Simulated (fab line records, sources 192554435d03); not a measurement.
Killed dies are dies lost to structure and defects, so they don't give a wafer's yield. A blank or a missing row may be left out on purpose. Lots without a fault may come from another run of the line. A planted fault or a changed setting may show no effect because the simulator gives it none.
Chamber matching | flow n5_finfet | N5_BEOL_M6_DEP_56 on pecvd-01: 3 sister chambers
The step deposits SiCN from 3MS/NH3, target thk 10 nm, time 17.5 s. 16 wafers are shown with their chamber, then 8 later ones without.

WAFERS WITH THEIR CHAMBER
wafer  | chamber | showerhead_vpp_V (V) | showerhead_plenum_p_Torr (Torr) | throttle_valve_pct (%)
L076.2 | 1       | 887                  | 3.682                           | 8.51
L076.3 | 2       | 811                  | 3.676                           | 8.95
L076.4 | 2       | 816                  | 3.660                           | 8.69
L079.3 | 2       | 810                  | 3.666                           | 9.13
L079.4 | 0       | 796                  | 3.690                           | 8.65
L079.6 | 1       | 883                  | 3.687                           | 8.69
L078.1 | 1       | 896                  | 3.689                           | 8.28
L078.4 | 1       | 867                  | 3.684                           | 8.37
L078.5 | 0       | 804                  | 3.681                           | 8.81
L089.2 | 0       | 815                  | 3.682                           | 8.99
L089.4 | 2       | 815                  | 3.664                           | 8.63
L089.6 | 1       | 881                  | 3.689                           | 8.53
L091.1 | 1       | 875                  | 3.693                           | 8.68
L091.2 | 2       | 821                  | 3.676                           | 8.75
L091.4 | 2       | 819                  | 3.669                           | 8.68
L092.1 | 1       | 877                  | 3.681                           | 8.86

SIGNATURES (means of the wafers above)
reading                  | chamber 0 | chamber 1 | chamber 2 | scatter within a chamber
showerhead_vpp_V         | 805.00    | 880.86    | 815.33    | 7.79
showerhead_plenum_p_Torr | 3.68433   | 3.68643   | 3.66850   | 0.00535
throttle_valve_pct       | 8.8167    | 8.5600    | 8.8050    | 0.193
Rule: a wafer's distance from a chamber is the root of the sum, over the readings, of the square of ((its reading less the chamber's mean) divided by the reading's scatter). The wafer belongs to the nearest chamber; if the next one is less than 2 further off, it can't be placed. The scatter: the root of (the sum of the squares of (reading less its chamber's mean) over the shown wafers, divided by (wafers less chambers)).

WAFERS WITHOUT THEIR CHAMBER
wafer  | showerhead_vpp_V (V) | showerhead_plenum_p_Torr (Torr) | throttle_valve_pct (%)
L092.3 | 795                  | 3.683                           | 9.01
L092.4 | 806                  | 3.676                           | 8.67
L097.2 | 877                  | 3.690                           | 8.59
L097.4 | 798                  | 3.679                           | 8.74
L097.5 | 811                  | 3.668                           | 9.02
L096.4 | 813                  | 3.683                           | 8.61
L096.5 | 869                  | 3.679                           | 8.78
L096.6 | 813                  | 3.676                           | 8.94

WHICH CHAMBER EACH WENT THROUGH
wafer  | from the rows above     | in truth
L092.3 | 0                       | 0
L092.4 | can't be placed: 0 or 2 | 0
L097.2 | 1                       | 1
L097.4 | can't be placed: 0 or 2 | 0
L097.5 | 2                       | 2
L096.4 | can't be placed: 0 or 2 | 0
L096.5 | 1                       | 1
L096.6 | can't be placed: 2 or 0 | 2
Placed correctly: 4 of 8. Can't be placed from these rows: 4 (the true chamber is among the candidates in 4). Placed wrongly: 0.
